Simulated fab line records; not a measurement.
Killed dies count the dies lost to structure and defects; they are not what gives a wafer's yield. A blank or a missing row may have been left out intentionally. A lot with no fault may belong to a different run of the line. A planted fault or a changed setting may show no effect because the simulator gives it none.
Chamber matching || flow nandHarc || NHARC_A_DECK1_JOINT_ETCHBACK_00 on rieSi-05 has 4 sister chambers
The step etches the open film in HBr, target depth 30 nm, time 17.4 s. 4 wafers are shown with their chamber, then 10 later ones without.

== WAFERS PAIRED WITH THEIR CHAMBERS ==
{"wafer": "L090.2", "chamber": 0, "rfFwdPowerW (W)": 343.0}
{"wafer": "L090.6", "chamber": 1, "rfFwdPowerW (W)": 344.4}
{"wafer": "L091.2", "chamber": 2, "rfFwdPowerW (W)": 341.1}
{"wafer": "L091.3", "chamber": 3, "rfFwdPowerW (W)": 340.5}

== WAFERS WITH NO CHAMBER GIVEN ==
{"wafer": "L091.6", "rfFwdPowerW (W)": 341.6}
{"wafer": "L094.1", "rfFwdPowerW (W)": 342.7}
{"wafer": "L094.3", "rfFwdPowerW (W)": 344.7}
{"wafer": "L094.6", "rfFwdPowerW (W)": 344.4}
{"wafer": "L095.1", "rfFwdPowerW (W)": 344.6}
{"wafer": "L095.4", "rfFwdPowerW (W)": 344.4}
{"wafer": "L095.5", "rfFwdPowerW (W)": 343.7}
{"wafer": "L096.1", "rfFwdPowerW (W)": 342.8}
{"wafer": "L096.3", "rfFwdPowerW (W)": 342.2}
{"wafer": "L096.4", "rfFwdPowerW (W)": 345.7}

== CHAMBER TAKEN BY EACH ==
{"wafer": "L091.6", "from the rows above": "can't be placed: 2 or 3 or 0", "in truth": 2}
{"wafer": "L094.1", "from the rows above": 0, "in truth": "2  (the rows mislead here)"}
{"wafer": "L094.3", "from the rows above": 1, "in truth": 1}
{"wafer": "L094.6", "from the rows above": 1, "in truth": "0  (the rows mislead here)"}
{"wafer": "L095.1", "from the rows above": 1, "in truth": 1}
{"wafer": "L095.4", "from the rows above": 1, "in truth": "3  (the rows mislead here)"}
{"wafer": "L095.5", "from the rows above": "can't be placed: 0 or 1", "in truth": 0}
{"wafer": "L096.1", "from the rows above": 0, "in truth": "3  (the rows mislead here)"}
{"wafer": "L096.3", "from the rows above": "can't be placed: 0 or 2 or 3", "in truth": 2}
{"wafer": "L096.4", "from the rows above": 1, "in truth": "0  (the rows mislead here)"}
Correct placement for 2 of the 10. Cannot be placed on the basis of these rows: 3; the candidates contain the true chamber in 3. 5 placed wrongly.
How it was worked out, from the rows above alone: a wafer's distance from a chamber is the root of the sum, over the readings, of the square of ((its reading less the chamber's mean) divided by the reading's scatter). The wafer belongs to the nearest chamber; if the next one is less than 2 further off, it can't be placed. A chamber's mean is the mean of its shown wafers. The scatter: with one shown wafer a chamber, the root of the mean of the squares of how far each hidden wafer lies from its nearest shown one.
